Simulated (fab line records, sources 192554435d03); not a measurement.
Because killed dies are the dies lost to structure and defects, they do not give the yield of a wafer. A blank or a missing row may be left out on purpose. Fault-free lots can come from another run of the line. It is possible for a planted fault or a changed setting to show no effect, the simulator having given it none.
Chamber matching    flow n5_finfet    ald_metal-02 running N5_BEOL_M2_ALD_84: 4 sister chambers
The step deposits TaN, pulse time 2 s, purge time 3 s, co reactant purge time 2 s. 4 wafers are shown with their chamber, then 8 later ones without.

WAFERS PAIRED WITH THEIR CHAMBERS
wafer   chamber  heater_power_w (W)
L088.5  1        374
L087.2  0        413
L087.3  2        508
L093.2  3        377

WAFERS WITHOUT THEIR CHAMBER
wafer   heater_power_w (W)
L093.3  422
L093.6  366
L096.1  524
L096.4  381
L096.5  386
L086.3  380
L086.4  383
L086.5  426

THE CHAMBER EACH PASSED THROUGH
wafer   from the rows above           in truth
L093.3  0                             0
L093.6  can't be placed: 1 or 3       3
L096.1  2                             2
L096.4  can't be placed: 3 or 1       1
L096.5  can't be placed: 3 or 1 or 0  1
L086.3  can't be placed: 3 or 1       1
L086.4  can't be placed: 3 or 1       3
L086.5  0                             0
Correctly placed: 3 of 8. Cannot be placed on the basis of these rows: 5; the candidates contain the true chamber in 5. 0 placed wrongly.
How it was worked out, from the rows above alone: a wafer's distance from a chamber is the root of the sum, over the readings, of the square of ((its reading less the chamber's mean) divided by the reading's scatter). If the next closest chamber is less than 2 further off than the closest, the wafer can't be placed; otherwise it belongs to the closest. A chamber's mean is the mean of its shown wafers. The scatter (one wafer shown for each chamber): square how far every hidden wafer sits from the nearest shown wafer, average those squares and take the square root.
